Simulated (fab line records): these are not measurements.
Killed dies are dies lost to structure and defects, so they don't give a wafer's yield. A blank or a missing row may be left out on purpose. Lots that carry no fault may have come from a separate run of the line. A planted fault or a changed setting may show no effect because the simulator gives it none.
What tool caused it? | flow nand_harc | 36 wafers from 12 lots sampled at 6 of the route's 1302 steps

== WHAT THE GAUGES SHOWED, per wafer ==
NHARC_END_SORT_01. Usual: killed_at_array 53, standard deviation 20; killed_at_other 1, standard deviation 1.2; killed_at_periphery 3.7, standard deviation 2.6; killed_dies 58, standard deviation 20; killed_open 3.5, standard deviation 1.8; killed_short 2.4, standard deviation 1.7.
lot  | measured     | on        | killed_at_array | killed_at_other | killed_at_periphery | killed_dies | killed_open | killed_short | flag
L573 | day 26 22:41 | prober-02 | 673 675 671     | 3 0 1           | 1 2 5               | 677 677 677 | 6 3 3       | 1 3 2        | OFF
L575 | day 27 22:27 | prober-02 | 673 676 673     | 1 0 0           | 3 1 4               | 677 677 677 | 3 3 7       | 6 4 3        | OFF
L574 | day 27 22:25 | prober-01 | 664 669 672     | 1 1 1           | 12 7 4              | 677 677 677 | 8 7 4       | 5 1 3        | OFF

== WHAT TOOL EACH LOT RAN ON (gives the tool, then ch and the chambers of the sampled wafers, and finally the start) ==
lot  | NHARC_A_CHANNEL_HOLE_D2_ETCH_26  | NHARC_A_CHANNEL_FILL_D2_ETCHBACK_20 | NHARC_A_CHANNEL_FILL_D2_ETCHBACK_08           | NHARC_A_CHANNEL_FILL_D2_CVD_09   | NHARC_A_CHANNEL_FILL_D2_CMP_10
L567 | har_etch-01 ch 0,1, day 13 10:13 | rie_diel-13 ch 0,1,2, day 14 18:04  | rie_diel-05 ch 0,2,3, day 15 13:28 or earlier | lpcvd_poly-03 ch 0, day 15 13:28 | cmp-01 ch 1,2,3, day 15 16:40
L569 | har_etch-02 ch 0,1, day 13 17:58 | rie_diel-05 ch 1,2, day 14 18:05    | rie_diel-05 ch 1,2, day 15 17:24 or earlier   | lpcvd_poly-01 ch 0, day 15 17:24 | cmp-04 ch 0,3, day 15 20:38
L568 | har_etch-01 ch 0,1, day 13 19:56 | rie_diel-06 ch 0,1, day 14 18:05    | rie_diel-06 ch 2,3, day 15 13:28 or earlier   | lpcvd_poly-03 ch 0, day 15 13:28 | cmp-04 ch 1,2, day 15 16:38
L571 | har_etch-02 ch 0,1, day 15 04:07 | rie_diel-05 ch 0,2,3, day 16 08:47  | rie_diel-06 ch 0,3, day 17 04:45 or earlier   | lpcvd_poly-04 ch 0, day 17 04:45 | cmp-02 ch 0,1,2, day 17 08:01
L573 | har_etch-01 ch 0,1, day 15 22:41 | rie_diel-13 ch 0,1, day 17 02:49    | rie_diel-06 ch 1,2, day 18 01:21 or earlier   | lpcvd_poly-01, day 18 01:21      | cmp-01 ch 0,1,2, day 18 04:38
L575 | har_etch-02 ch 0,1, day 16 13:41 | rie_diel-05 ch 0,1,3, day 17 17:11  | rie_diel-13 ch 0,1, day 18 15:23 or earlier   | lpcvd_poly-04, day 18 15:23      | cmp-02 ch 0,1,2, day 18 18:35
L574 | har_etch-01 ch 0,1, day 16 14:09 | rie_diel-06 ch 0,1,3, day 17 17:11  | rie_diel-05 ch 0,1,2, day 18 15:23 or earlier | lpcvd_poly-04, day 18 15:23      | cmp-01 ch 2,3, day 18 18:35
L581 | har_etch-02 ch 0,1, day 19 07:56 | rie_diel-06 ch 0,1, day 20 09:38    | rie_diel-06 ch 1,2,3, day 21 05:44 or earlier | lpcvd_poly-01 ch 0, day 21 05:44 | cmp-02 ch 0,2,3, day 21 09:01
L585 | har_etch-02 ch 0,1, day 21 00:34 | rie_diel-05 ch 0,1, day 22 02:47    | rie_diel-05 ch 1,2, day 22 22:22 or earlier   | lpcvd_poly-04 ch 0, day 22 22:22 | cmp-01 ch 0,2,3, day 23 01:35
L586 | har_etch-01 ch 0,1, day 21 01:07 | rie_diel-13 ch 1,2,3, day 22 02:49  | rie_diel-06 ch 2,3, day 22 22:22 or earlier   | lpcvd_poly-04 ch 0, day 22 22:22 | cmp-04 ch 1,2,3, day 23 01:35
L589 | har_etch-01 ch 1, day 22 11:02   | rie_diel-05 ch 0,2,3, day 23 13:56  | rie_diel-06 ch 1,2,3, day 24 10:20 or earlier | lpcvd_poly-04 ch 0, day 24 10:20 | cmp-04 ch 1,3, day 24 13:35
L590 | har_etch-01 ch 0,1, day 22 18:49 | rie_diel-05 ch 0,1,2, day 23 21:20  | rie_diel-13 ch 2,3, day 24 17:16 or earlier   | lpcvd_poly-04 ch 0, day 24 17:16 | cmp-01 ch 1,2,3, day 24 20:27
- NHARC_A_CHANNEL_HOLE_D2_ETCH_26: etches the open film in C4F8/O2/Ar, time 224.1 s, target depth 300 nm.
- NHARC_A_CHANNEL_FILL_D2_ETCHBACK_20: etches the open film in C4F8/O2/Ar, target depth 27 nm, time 13.5 s.
- NHARC_A_CHANNEL_FILL_D2_ETCHBACK_08: etches the open film in C4F8, target depth 220 nm, time 110 s.
- NHARC_A_CHANNEL_FILL_D2_CVD_09: deposits poly-Si, target thk 150 nm, time 3000 s.
- NHARC_A_CHANNEL_FILL_D2_CMP_10: polishes, target thk 150 nm.

== AS READ BY THE TOOLS THEMSELVES (means over the sampled wafers that have a number; for cases with no such wafer, the mark the record gives instead) ==
NHARC_A_CHANNEL_HOLE_D2_ETCH_26. Usual: drypump_motor_current_A 5.79 A, standard deviation 0.13; showerhead_plenum_p_Torr 3.71 Torr, standard deviation 0.16; temp_c -19.99 C, standard deviation 0.1; throttle_valve_pct 24.583 %, standard deviation 0.0092.
lot  | tool        | drypump_motor_current_A (A) | showerhead_plenum_p_Torr (Torr) | temp_c (C) | throttle_valve_pct (%) | flag
L567 | har_etch-01 | 5.91                        | 3.66                            | -19.91     | 24.574                 |
L569 | har_etch-02 | 5.64                        | 3.56                            | -20.06     | 24.595                 |
L568 | har_etch-01 | 5.88                        | 3.70                            | -20.05     | 24.581                 |
L571 | har_etch-02 | 5.64                        | 3.55                            | -20.01     | 24.587                 |
L573 | har_etch-01 | 5.89                        | 3.68                            | -19.90     | 24.584                 |
L575 | har_etch-02 | 5.64                        | 3.54                            | -19.92     | 24.577                 |
L574 | har_etch-01 | 5.89                        | 3.63                            | -20.07     | 24.581                 |
L581 | har_etch-02 | 5.64                        | 3.98                            | -19.96     | 24.581                 |
L585 | har_etch-02 | 5.65                        | 3.96                            | -20.10     | 24.577                 |
L586 | har_etch-01 | 5.89                        | 3.64                            | -19.90     | 24.583                 |
L589 | har_etch-01 | 5.83                        | 3.67                            | -19.99     | 24.583                 |
L590 | har_etch-01 | 5.87                        | 3.63                            | -19.92     | 24.576                 |

NHARC_A_CHANNEL_FILL_D2_ETCHBACK_20. Usual: oes_product_au 0.987 a.u., standard deviation 0.024; rf_vpp_V 980 V, standard deviation 5.3.
lot  | tool        | oes_product_au (a.u.) | rf_vpp_V (V) | flag
L567 | rie_diel-13 | 1.001                 | 976          |
L569 | rie_diel-05 | 0.976                 | 982          |
L568 | rie_diel-06 | 1.003                 | 973          |
L571 | rie_diel-05 | 0.979                 | 984          |
L573 | rie_diel-13 | 0.997                 | 981          |
L575 | rie_diel-05 | 1.000                 | 983          |
L574 | rie_diel-06 | 0.995                 | 976          |
L581 | rie_diel-06 | 0.960                 | 973          |
L585 | rie_diel-05 | 1.002                 | 982          |
L586 | rie_diel-13 | 0.999                 | 970          |
L589 | rie_diel-05 | 0.982                 | 984          |
L590 | rie_diel-05 | 0.992                 | 982          |

NHARC_A_CHANNEL_FILL_D2_ETCHBACK_08. Usual: oes_product_au 0.97 a.u., standard deviation 0.037; rf_vpp_V 441.4 V, standard deviation 2.5.
lot  | tool        | oes_product_au (a.u.) | rf_vpp_V (V) | flag
L567 | rie_diel-05 | 0.95                  | 444.3        |
L569 | rie_diel-05 | 0.92                  | 442.2        |
L568 | rie_diel-06 | 0.98                  | 442.9        |
L571 | rie_diel-06 | 1.00                  | 438.5        |
L573 | rie_diel-06 | 0.99                  | 441.2        |
L575 | rie_diel-13 | 1.00                  | 442.7        |
L574 | rie_diel-05 | 1.00                  | 443.1        |
L581 | rie_diel-06 | 0.92                  | 441.5        |
L585 | rie_diel-05 | 0.93                  | 442.5        |
L586 | rie_diel-06 | 0.99                  | 442.6        |
L589 | rie_diel-06 | 1.00                  | 441.7        |
L590 | rie_diel-13 | 0.99                  | 437.5        |

NHARC_A_CHANNEL_FILL_D2_CVD_09. Usual: pressure_mtorr 200.0 mTorr, standard deviation 0.43; run_length_s 3001.3 s, standard deviation 0.4; zone_power_centre_pct 8.8 %, standard deviation 0.4.
lot  | tool          | pressure_mtorr (mTorr) | run_length_s (s) | zone_power_centre_pct (%) | flag
L567 | lpcvd_poly-03 | 199.2                  | 3001.5           | 8.9                       |
L569 | lpcvd_poly-01 | 199.6                  | 3001.6           | 9.5                       |
L568 | lpcvd_poly-03 | 200.6                  | 3000.6           | 8.9                       |
L571 | lpcvd_poly-04 | 200.4                  | 3001.5           | 8.6                       |
L573 | lpcvd_poly-01 | -                      | -                | -                         | OFF
L575 | lpcvd_poly-04 | -                      | -                | -                         | OFF
L574 | lpcvd_poly-04 | -                      | -                | -                         | OFF
L581 | lpcvd_poly-01 | 200.5                  | 3002.0           | 9.5                       |
L585 | lpcvd_poly-04 | 199.5                  | 3001.6           | 8.5                       |
L586 | lpcvd_poly-04 | 200.0                  | 3001.5           | 8.5                       |
L589 | lpcvd_poly-04 | 199.9                  | 3001.5           | 8.5                       |
L590 | lpcvd_poly-04 | 199.7                  | 3001.2           | 8.6                       |

NHARC_A_CHANNEL_FILL_D2_CMP_10. Usual: motor_current_A 11.7 A, standard deviation 0.96; time_to_endpoint_s 15.0 s, standard deviation 2.3.
lot  | tool   | motor_current_A (A) | time_to_endpoint_s (s) | flag
L567 | cmp-01 | 11.4                | 15.7                   |
L569 | cmp-04 | 13.2                | 14.5                   |
L568 | cmp-04 | 10.2                | 14.7                   |
L571 | cmp-02 | 11.9                | 16.6                   |
L573 | cmp-01 | 11.4                | 6.0                    | OFF
L575 | cmp-02 | 12.6                | 4.0                    | OFF
L574 | cmp-01 | 11.6                | 4.7                    | OFF
L581 | cmp-02 | 12.1                | 15.2                   |
L585 | cmp-01 | 11.9                | 13.1                   |
L586 | cmp-04 | 11.3                | 17.0                   |
L589 | cmp-04 | 12.0                | 15.9                   |
L590 | cmp-01 | 11.6                | 15.1                   |

== THE ANSWER, worked out from the rows above alone ==
Rule: take the mean of a lot's wafers that have a number; if it is more than 3 standard deviations from the usual mean, the lot is off. Also off: a lot with no number at a reading for which 4 or more lots have one. Where the step has rows for the other lots, those lots are counted as sound. First the gauges in route order, then the tools' own readings, where a lot's mean is used as printed above. The first step at which some lot is off is used, and at that step the reading that is off furthest; a lot without a number counts as furthest.
Off: L573, L575, L574 (NHARC_END_SORT_01, killed_at_array). Neither off nor sound, because the step has no rows for them: L567, L569, L568, L571, L581, L585, L586, L589, L590.
If a tool, at a process step before that reading, ran all the lots that are off and no sound lot after the first of them, it fits. Not tried: the gauges at NHARC_END_SORT_01; whatever is off there is also off at NHARC_A_CHANNEL_FILL_D2_CVD_09, on other tools, and gauge error can't account for it. NHARC_A_CHANNEL_FILL_D2_ETCHBACK_08 gives no start for some lots, so the hours and the order of its lots are those of NHARC_A_CHANNEL_FILL_D2_CVD_09. No candidate that was tried fits.

== WHAT HAD BEEN PUT IN BY THE SIMULATOR ==
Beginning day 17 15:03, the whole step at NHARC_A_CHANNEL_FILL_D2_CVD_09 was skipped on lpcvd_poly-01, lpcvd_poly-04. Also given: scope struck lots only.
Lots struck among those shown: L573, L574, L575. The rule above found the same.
